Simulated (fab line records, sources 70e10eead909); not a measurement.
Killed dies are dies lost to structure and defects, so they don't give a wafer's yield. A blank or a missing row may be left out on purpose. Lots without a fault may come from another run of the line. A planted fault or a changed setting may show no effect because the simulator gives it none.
Chamber matching | flow nand_harc | NHARC_A_STAIRCASE_ETCH_444 on rie_diel-08: 4 sister chambers
The step etches the open film in C4F8/O2, target depth 20400 nm, time 6800 s. 8 wafers are shown with their chamber, then 7 later ones without.

WAFERS WITH THEIR CHAMBER
wafer  | chamber | rf_vpp_V (V) | oes_product_au (a.u.)
L076.5 | 2       | 801          | 0.930
L079.3 | 0       | 813          | 0.937
L083.1 | 0       | 814          | 0.924
L086.3 | 1       | 814          | 0.919
L086.4 | 3       | 803          | 0.923
L086.6 | 3       | 805          | 0.927
L085.1 | 2       | 802          | 0.925
L085.3 | 1       | 814          | 0.912

WAFERS WITHOUT THEIR CHAMBER
wafer  | rf_vpp_V (V) | oes_product_au (a.u.)
L085.5 | 813          | 0.924
L089.2 | 802          | 0.975
L089.3 | 813          | 0.985
L089.5 | 812          | 0.997
L092.4 | 800          | 0.926
L092.5 | 813          | 0.922
L092.6 | 803          | 0.922

WHICH CHAMBER EACH WENT THROUGH
wafer  | from the rows above     | in truth
L085.5 | can't be placed: 0 or 1 | 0
L089.2 | can't be placed: 2 or 3 | 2
L089.3 | 0                       | 0
L089.5 | 0                       | 0
L092.4 | 2                       | 2
L092.5 | can't be placed: 0 or 1 | 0
L092.6 | can't be placed: 3 or 2 | 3
Placed correctly: 3 of 7. Can't be placed from these rows: 4 (the true chamber is among the candidates in 4). Placed wrongly: 0.
How it was worked out, from the rows above alone: a wafer's distance from a chamber is the root of the sum, over the readings, of the square of ((its reading less the chamber's mean) divided by the reading's scatter). The wafer belongs to the nearest chamber; if the next one is less than 2 further off, it can't be placed. A chamber's mean is the mean of its shown wafers. The scatter: the root of (the sum of the squares of (reading less its chamber's mean) over the shown wafers, divided by (wafers less chambers)).
